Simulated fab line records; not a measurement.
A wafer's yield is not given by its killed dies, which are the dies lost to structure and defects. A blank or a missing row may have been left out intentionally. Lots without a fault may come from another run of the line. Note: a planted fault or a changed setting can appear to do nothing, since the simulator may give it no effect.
fab line records	flow n5_finfet
[record] lots = 7	wafers = 20	last_day = 16
route steps=1938 shown BEOL_M11@1563
lots that met no fault: taken from a fault-free run of the same line
start_h: hours from the record's first day to the start of the lot's first wafer shown	wait_h: hours elapsed since this lot's preceding step	" repeats the value in the row above	L1.1+2: a single row standing in for several wafers	- value missing, or start not given	* or withheld: withheld	< > ~ a bound
route shown NAME@n: NAME is a module with steps in the file, n the number in the route of the first one	usual: mean and standard deviation over wafers with no fault	same: alike in all rows	chamber/n: place in a boat	sites: readings site by site	_std_site: the values' standard deviation	_edge_site: inner sites' mean taken away from outer sites' mean	radius_mm: how far each site lies from the wafer's centre	mask NAME#n: copy n	behind: the most recent tool/chamber to have shaped the wafer	hold: reason for holding the lot/hours on hold/outcome of the hold	device: the n, p or np transistor that did not switch	end of line: the same wafers' tests at the end of the route	where a step has no rows: the recipe by itself	killed: not the wafer's yield, but the dies lost to structure and defects at the first sort	map: dies across one wafer; x = killed, . = not, _ = none there
set.NAME: the setting that was run; set.NAME@STEP: the one run at that earlier step	model.NAME: the simulator's own value behind a step, which no gauge read
lots at some steps of the route; a table a step, a row a wafer
services: a tool's chamber out of use, with start hour (start_h, from the record's first day; less than 0 if before it), hours out, and reason
[[steps]]
[step N5_BEOL_M11_EBR_24]
[recipe] solvent = PGMEA	ebr_width_mm = 1.5
[step N5_BEOL_M11_SOFTBAKE_23]
[recipe] temp_c = 110	time_s = 60	resist = CAR-ArF
[step N5_BEOL_M11_EXPOSE_25]
[recipe] mask_id = V10	na = 1.35	source_shape = annular	sigma_inner = 0.5	sigma_outer = 0.8	polarization = unpolarized	dose_mj = 85.5
[step N5_BEOL_M11_PEB_26]
[recipe] peb_temp_c = withheld	peb_time_s = 60	resist = CAR-ArF
[step N5_BEOL_M11_DEVELOP_27]
[recipe] develop_time_s = 30	developer = TMAH	resist = CAR-ArF	rinse_liquid = diw	dry = air_spin	dev_temp_c = 23
[step N5_BEOL_M11_CD_MEAS_28]
[recipe] target_cd_nm = 70	landing_energy_ev = 500	detector = se_inlens	polarity = opening
[usual] cd_nm = 70.0/0.78
lot.wafer	tool	chamber	start_h	wait_h	cd_nm
L159.1	cd_sem-01	0	235.81	-	70.0
L159.2	"	0	"	"	68.8
L159.6	"	0	"	"	69.6
L161.3	cd_sem-03	0	259.89	-	69.8
L161.4	"	0	"	"	70.0
L161.6	"	0	"	"	69.7
L163.2	cd_sem-03	0	260.06	-	70.4
L163.4	"	0	"	"	69.4
L163.5	"	0	"	"	69.8
L162.1	cd_sem-03	0	270.37	-	68.5
L162.5	"	0	"	"	68.4
L162.6	"	0	"	"	69.3
L164.2	cd_sem-03	0	273.49	-	69.9
L164.5	"	0	"	"	70.2
L175.2	cd_sem-02	0	334.25	-	69.7
L175.3	"	0	"	"	69.7
L175.4	"	0	"	"	69.2
L174.1	cd_sem-02	0	337.95	-	69.7
L174.3	"	0	"	"	70.0
L174.5	"	0	"	"	68.4
[step N5_BEOL_M11_OVL_MEAS_29]
[recipe] points_per_wafer = 44
[usual] V10_OVL = 0.0/0.81
lot.wafer	tool	chamber	start_h	wait_h	V10_OVL[nm]
L159.1	overlay-01	0	235.85	0.0	-1.1
L159.2	"	0	"	"	-0.8
L159.6	"	0	"	"	-0.6
L161.3	overlay-01	0	259.92	0.0	0.0
L161.4	"	0	"	"	-0.8
L161.6	"	0	"	"	-0.3
L163.2	overlay-02	0	260.09	0.0	1.6
L163.4	"	0	"	"	1.0
L163.5	"	0	"	"	-0.2
L162.1	overlay-02	0	270.40	0.0	-0.3
L162.5	"	0	"	"	-1.0
L162.6	"	0	"	"	0.4
L164.2	overlay-01	0	273.53	0.0	-0.6
L164.5	"	0	"	"	1.2
L175.2	overlay-02	0	334.28	0.0	0.8
L175.3	"	0	"	"	0.8
L175.4	"	0	"	"	1.6
L174.1	overlay-01	0	337.98	0.0	0.4
L174.3	"	0	"	"	0.9
L174.5	"	0	"	"	-1.0
[step N5_BEOL_M11_INSPECT_30]
[recipe] mode = adi	inspect_instrument = brightfield
[usual] raw_defect_count = 385/67
lot.wafer	tool	chamber	start_h	wait_h	raw_defect_count
L159.1	defect_inspect-01	-	235.87	0.0	346
L159.2	"	-	"	"	374
L159.6	"	-	"	"	376
L161.3	defect_inspect-01	-	259.94	0.0	429
L161.4	"	-	"	"	398
L161.6	"	-	"	"	393
L163.2	defect_inspect-01	-	260.11	0.0	356
L163.4	"	-	"	"	348
L163.5	"	-	"	"	363
L162.1	defect_inspect-02	-	270.43	0.0	429
L162.5	"	-	"	"	393
L162.6	"	-	"	"	477
L164.2	defect_inspect-02	-	273.55	0.0	306
L164.5	"	-	"	"	316
L175.2	defect_inspect-01	-	334.30	0.0	439
L175.3	"	-	"	"	475
L175.4	"	-	"	"	578
L174.1	defect_inspect-01	-	338.01	0.0	411
L174.3	"	-	"	"	350
L174.5	"	-	"	"	440
[step N5_BEOL_M11_DESCUM_33]
[recipe] chemistry = O2	time_s = 7.9	source_power_w = 50	bias_power_w = 20	pressure_mtorr = 20	rf_frequency_hz = 2.712e+07	temp_c = 40	resist = CAR-ArF	o2_flow_sccm = 225
[usual] bias_power_w = 20.01/0.061	chamber_pressure_mTorr = 20.000/0.02	drypump_motor_current_A = 5.9/0.43	oes_product_au = 0.81/0.073	rf_fwd_power_W = 49.41/0.2	rf_vpp_V = 243.4/1.6	showerhead_plenum_p_Torr = 2.11/0.084	temp_c = 40.01/0.11	throttle_valve_pct = 20.39/0.21
lot.wafer	tool	chamber	start_h	wait_h	bias_power_w	chamber_pressure_mTorr	drypump_motor_current_A	oes_product_au	rf_fwd_power_W	rf_hours_counter_h	rf_vpp_V	showerhead_plenum_p_Torr	temp_c	throttle_valve_pct
L159.1	rie_diel-03	1	236.02	0.2	20.00	20.033	5.9	0.72	49.25	184	244.0	2.17	39.97	20.68
L159.2	"	3	"	"	19.95	19.994	5.4	0.93	49.52	11	242.5	2.05	39.89	20.40
L159.6	"	0	"	"	20.11	20.027	6.7	0.85	49.51	-	242.5	2.04	40.01	20.35
L161.3	rie_diel-03	3	259.98	0.0	20.08	20.014	5.4	0.91	49.42	19	241.2	2.05	39.97	20.41
L161.4	"	0	"	"	19.99	19.996	6.6	0.85	49.49	48	241.8	2.04	40.11	20.33
L161.6	"	0	"	"	19.96	20.003	6.6	0.85	49.53	-	243.2	2.04	40.11	20.34
L163.2	rie_diel-03	2	260.44	0.3	19.96	20.005	5.3	0.74	49.29	171	241.3	2.00	39.93	20.55
L163.4	"	0	"	"	20.01	20.027	6.6	0.85	49.22	48	241.4	2.04	39.78	20.34
L163.5	"	0	"	"	19.98	19.999	6.6	0.86	49.15	-	242.3	2.04	40.16	20.36
L162.1	rie_diel-03	1	270.46	0.0	19.91	19.999	5.9	0.72	49.04	194	243.9	2.17	40.07	20.71
L162.5	"	3	"	"	20.16	20.004	5.3	0.89	49.31	-	241.6	2.05	40.00	20.41
L162.6	"	0	"	"	20.05	19.983	6.7	0.85	49.32	-	242.0	2.04	39.86	20.35
L164.2	rie_diel-03	2	273.62	0.1	19.91	19.998	5.3	0.73	49.36	175	241.1	2.00	39.90	20.56
L164.5	"	1	"	"	20.16	19.997	5.9	0.71	49.17	-	243.9	2.17	40.08	20.68
L175.2	rie_diel-02	1	334.89	0.6	19.94	20.005	6.2	0.70	49.40	203	243.3	2.16	39.90	20.17
L175.3	"	0	"	"	19.91	20.024	6.0	0.78	49.52	120	243.7	2.19	40.08	20.17
L175.4	"	2	"	"	20.06	19.993	6.2	0.70	49.39	237	241.6	1.97	39.88	20.82
L174.1	rie_diel-02	0	338.92	0.9	20.01	19.953	6.0	0.78	49.73	122	245.2	2.19	40.14	20.19
L174.3	"	1	"	"	20.01	19.968	6.2	0.70	49.34	204	244.3	2.16	39.87	20.19
L174.5	"	3	"	"	19.97	19.997	5.6	0.85	49.58	-	245.1	2.22	40.02	20.37
[step N5_BEOL_M11_ETCH_65]
[recipe] chemistry = CF4	target = SiARC	target_depth_a = 390	mask_material = CAR-ArF	time_s = 65	ion_energy_ev = 80	pressure_mtorr = 40	source_w = 545	bias_w = 36	Ar_flow_sccm = 100	cf4_flow_sccm = 100	ends = cleared
[usual] chamber_pressure_mTorr = 40.00/0.035	drypump_motor_current_A = 5.9/0.43	etch_rf_on_time_s = 65.0/1.1	oes_product_au = 0.69/0.063	rf_fwd_power_W = 538.5/2.1	rf_vpp_V = 184.3/1.3	showerhead_plenum_p_Torr = 2.16/0.079	throttle_valve_pct = 15.58/0.22
lot.wafer	tool	chamber	start_h	wait_h	chamber_pressure_mTorr	drypump_motor_current_A	etch_rf_on_time_s	oes_product_au	rf_fwd_power_W	rf_hours_counter_h	rf_vpp_V	showerhead_plenum_p_Torr	throttle_valve_pct
L159.1	rie_diel-03	1	236.06	0.0	40.00	5.9	66.9	0.61	535.7	184	184.1	2.22	15.87
L159.2	"	3	"	"	39.97	5.3	64.3	0.80	538.3	11	183.1	2.11	15.56
L159.6	"	0	"	"	39.95	6.7	64.8	0.74	539.1	-	186.9	2.10	15.51
L161.3	rie_diel-03	3	260.01	0.0	40.00	5.3	63.5	0.78	537.0	19	183.2	2.11	15.58
L161.4	"	0	"	"	39.97	6.6	64.6	0.73	536.6	48	183.0	2.10	15.54
L161.6	"	0	"	"	40.06	6.7	64.7	0.73	535.8	-	184.0	2.10	15.54
L163.2	rie_diel-03	2	260.47	0.0	40.05	5.3	66.0	0.63	536.4	171	182.3	2.05	15.72
L163.4	"	0	"	"	39.99	6.6	64.5	0.73	537.2	48	183.5	2.10	15.54
L163.5	"	0	"	"	40.00	6.6	64.6	0.72	536.2	-	184.1	2.10	15.53
L162.1	rie_diel-03	1	270.50	0.0	39.98	5.9	65.1	0.62	537.7	194	184.5	2.21	15.89
L162.5	"	3	"	"	39.99	5.4	63.8	0.77	536.2	-	183.4	2.11	15.58
L162.6	"	0	"	"	39.92	6.6	64.3	0.72	536.0	-	182.5	2.10	15.55
L164.2	rie_diel-03	2	273.66	0.0	40.01	5.3	65.7	0.63	536.2	175	183.2	2.05	15.76
L164.5	"	1	"	"	39.99	5.9	65.6	0.61	534.1	-	184.3	2.21	15.89
L175.2	rie_diel-02	1	334.93	0.0	39.95	6.2	65.1	0.60	538.9	203	185.7	2.21	15.46
L175.3	"	0	"	"	40.06	6.0	65.3	0.67	539.1	120	185.9	2.24	15.38
L175.4	"	2	"	"	40.04	6.2	65.5	0.60	538.3	237	181.9	2.03	16.07
L174.1	rie_diel-02	0	338.95	0.0	39.96	6.0	66.4	0.66	540.5	122	185.7	2.24	15.38
L174.3	"	1	"	"	40.04	6.2	66.5	0.59	540.7	204	185.7	2.21	15.46
L174.5	"	3	"	"	40.01	5.6	63.2	0.73	542.8	-	185.2	2.26	15.50
[step N5_BEOL_M11_ETCH_66]
[recipe] chemistry = N2/H2	target = SOC	target_depth_a = 1200	overetch_a = 240	mask_material = SiARC	temp_c = 40	time_s = 180	ion_energy_ev = 200	pressure_mtorr = 30	source_w = 840	bias_w = 150	n2_flow_sccm = 200	h2_flow_sccm = 200
[usual] chamber_pressure_mTorr = 29.997/0.029	drypump_motor_current_A = 5.9/0.42	oes_product_au = 0.65/0.054	rf_fwd_power_W = 837.0/2.5	rf_vpp_V = 524.5/2.8	run_length_s = 203.3/0.39	showerhead_plenum_p_Torr = 2.57/0.098	temp_c = 40.01/0.11	throttle_valve_pct = 17.79/0.26
lot.wafer	tool	chamber	start_h	wait_h	chamber_pressure_mTorr	drypump_motor_current_A	oes_product_au	rf_fwd_power_W	rf_hours_counter_h	rf_vpp_V	run_length_s	showerhead_plenum_p_Torr	temp_c	throttle_valve_pct
L159.1	rie_diel-03	1	236.11	0.0	29.999	5.9	0.59	835.0	184	527.3	203.2	2.64	40.13	18.22
L159.2	"	3	"	"	29.978	5.4	0.75	835.1	11	522.5	202.3	2.50	39.95	17.74
L159.6	"	0	"	"	30.011	6.7	0.69	832.5	-	521.4	203.9	2.48	40.18	17.75
L161.3	rie_diel-03	3	260.06	0.0	29.963	5.4	0.73	839.3	19	522.3	202.4	2.49	39.95	17.76
L161.4	"	0	"	"	30.035	6.6	0.69	832.4	48	521.4	203.5	2.48	40.04	17.77
L161.6	"	0	"	"	30.025	6.7	0.68	835.1	-	523.5	204.0	2.48	39.84	17.77
L163.2	rie_diel-03	2	260.52	0.0	30.034	5.3	0.60	835.4	171	520.7	203.6	2.44	39.99	18.10
L163.4	"	0	"	"	29.990	6.7	0.69	839.7	48	523.1	204.3	2.48	40.19	17.76
L163.5	"	0	"	"	29.990	6.7	0.68	838.2	-	522.7	204.0	2.48	39.96	17.76
L162.1	rie_diel-03	1	270.55	0.0	29.963	6.0	0.59	834.5	194	526.3	203.0	2.64	40.04	18.22
L162.5	"	3	"	"	30.004	5.4	0.72	834.1	-	522.8	202.4	2.49	40.12	17.75
L162.6	"	0	"	"	29.993	6.7	0.68	835.4	-	524.2	203.9	2.48	40.07	17.76
L164.2	rie_diel-03	2	273.71	0.0	29.930	5.3	0.59	837.4	175	521.2	203.5	2.44	39.97	18.11
L164.5	"	1	"	"	30.036	5.9	0.58	836.5	-	527.1	203.4	2.64	39.98	18.23
L175.2	rie_diel-02	1	334.98	0.0	29.952	6.3	0.58	836.9	203	525.8	204.0	2.63	39.86	17.57
L175.3	"	0	"	"	29.977	6.0	0.64	835.3	120	527.1	203.5	2.66	40.05	17.53
L175.4	"	2	"	"	30.035	6.2	0.58	837.2	237	519.0	203.1	2.40	39.94	18.30
L174.1	rie_diel-02	0	339.00	0.0	29.947	6.0	0.63	840.2	122	526.4	203.2	2.66	39.90	17.57
L174.3	"	1	"	"	30.054	6.2	0.57	839.7	204	526.7	203.1	2.63	39.98	17.60
L174.5	"	3	"	"	30.015	5.6	0.68	837.1	-	527.1	203.5	2.69	39.84	17.66
[step N5_BEOL_M11_STRIP_69]
[recipe] chemistry = N2/H2	temp_c = 40	n2_flow_sccm = 200	h2_flow_sccm = 200	rf_frequency_hz = 6e+07
[step N5_BEOL_M11_VIA_ETCH_34]
[recipe] chemistry = C4F6/O2	target = SiCOH_lowk	target_depth_a = 1845	mask_material = SOC	taper_deg = 4	time_s = 69.2	ion_energy_ev = 250	pressure_mtorr = 30	source_w = 345	bias_w = 185	Ar_flow_sccm = 300	C4F6_flow_sccm = 10	O2_flow_sccm = 10
[usual] chamber_pressure_mTorr = 29.996/0.028	drypump_motor_current_A = 5.9/0.42	oes_product_au = 0.81/0.074	rf_fwd_power_W = 342.0/1.3	rf_vpp_V = 669/7.4	run_length_s = 92.5/0.43	showerhead_plenum_p_Torr = 2.88/0.11	throttle_valve_pct = 20.89/0.22
lot.wafer	tool	chamber	start_h	wait_h	chamber_pressure_mTorr	drypump_motor_current_A	oes_product_au	rf_fwd_power_W	rf_hours_counter_h	rf_vpp_V	run_length_s	showerhead_plenum_p_Torr	throttle_valve_pct	model.etch.depth_nm	model.SOC_of_BEOL_M11_COAT_63.thk_nm
L159.1	rie_diel-03	1	236.23	0.0	30.055	6.0	0.73	341.9	184	666	92.5	2.95	21.17	182.3	92.4
L159.2	"	3	"	"	29.944	5.3	0.93	341.2	11	677	91.8	2.81	20.95	189.5	92.2
L159.6	"	0	"	"	29.994	6.7	0.86	342.7	-	676	93.1	2.79	20.86	187.6	92.2
L161.3	rie_diel-03	3	260.18	0.0	29.979	5.4	0.91	341.4	19	678	91.6	2.80	20.98	188.4	91.6
L161.4	"	0	"	"	29.975	6.6	0.85	340.2	48	677	93.0	2.78	20.86	187	91.8
L161.6	"	0	"	"	30.001	6.6	0.85	341.8	-	677	93.0	2.78	20.87	186.1	91.8
L163.2	rie_diel-03	2	260.65	0.0	29.958	5.3	0.72	-	171	664	88.4	2.72	21.00	169.2	92.6
L163.4	"	0	"	"	29.991	6.7	0.85	339.7	48	676	93.0	2.78	20.85	187.7	92
L163.5	"	0	"	"	29.994	6.6	0.85	341.8	-	676	93.3	2.78	20.85	186.6	92
L162.1	rie_diel-03	1	270.67	0.0	30.052	5.9	0.72	340.0	194	667	92.3	2.95	21.20	183.6	92.4
L162.5	"	3	"	"	30.029	5.4	0.92	342.4	-	677	91.5	2.80	20.99	192.1	92.2
L162.6	"	0	"	"	30.001	6.6	0.85	-	-	678	88.9	2.78	20.87	175	92.8
L164.2	rie_diel-03	2	273.83	0.0	29.958	5.3	0.73	-	175	662	88.3	2.72	20.99	169.5	92.4
L164.5	"	1	"	"	29.995	6.0	0.72	342.1	-	667	92.1	2.95	21.19	183.9	91.6
L175.2	rie_diel-02	1	335.10	0.0	30.036	6.2	0.69	340.7	203	675	92.3	2.93	20.63	180.2	92.6
L175.3	"	0	"	"	29.982	6.0	0.77	343.4	120	671	92.8	2.98	20.66	183	92.6
L175.4	"	2	"	"	30.001	6.2	0.71	342.0	237	663	91.9	2.70	21.37	182.5	92.4
L174.1	rie_diel-02	0	339.13	0.0	30.015	6.0	0.79	342.8	122	669	92.6	2.97	20.65	186	91.4
L174.3	"	1	"	"	29.985	6.2	0.70	342.6	205	674	92.4	2.93	20.64	182.9	91.6
L174.5	"	3	"	"	30.024	5.6	0.86	343.7	-	669	93.1	3.01	20.87	190.1	91.2
[step N5_BEOL_M11_STRIP_73]
[recipe] chemistry = C4F6/O2	resist = SiARC	rf_frequency_hz = 6e+07
[[services]]
tool	chamber	start_h	hours	kind
rie_diel-02	2	223.76	6.1	repair
rie_diel-02	2	237.18	4.4	repair
rie_diel-03	-	323.93	14.6	pm
[[key]]
[first_sign] step = N5_BEOL_M11_VIA_ETCH_34	reading = run_length_s	direction = down	sigmas = 9.3	usual = *	struck = *
effect none on later readings
[model_effect] step = N5_BEOL_M11_VIA_ETCH_34	value = etch.depth_nm	without = 183	struck = 171.2
met_at N5_BEOL_M11_VIA_ETCH_34
struck_wafers L162.6,L163.2,L164.2
onset_between 260.18 260.65
[fault] kind = process_parameter_drift	tool = rie_diel-03	chamber = -	onset_h = 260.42	steps = N5_BEOL_M11_VIA_ETCH_34	channel = time_s	offset = *	shape = step	end_h = 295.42	scope = struck_wafers_only	acts_in = *	stated = *
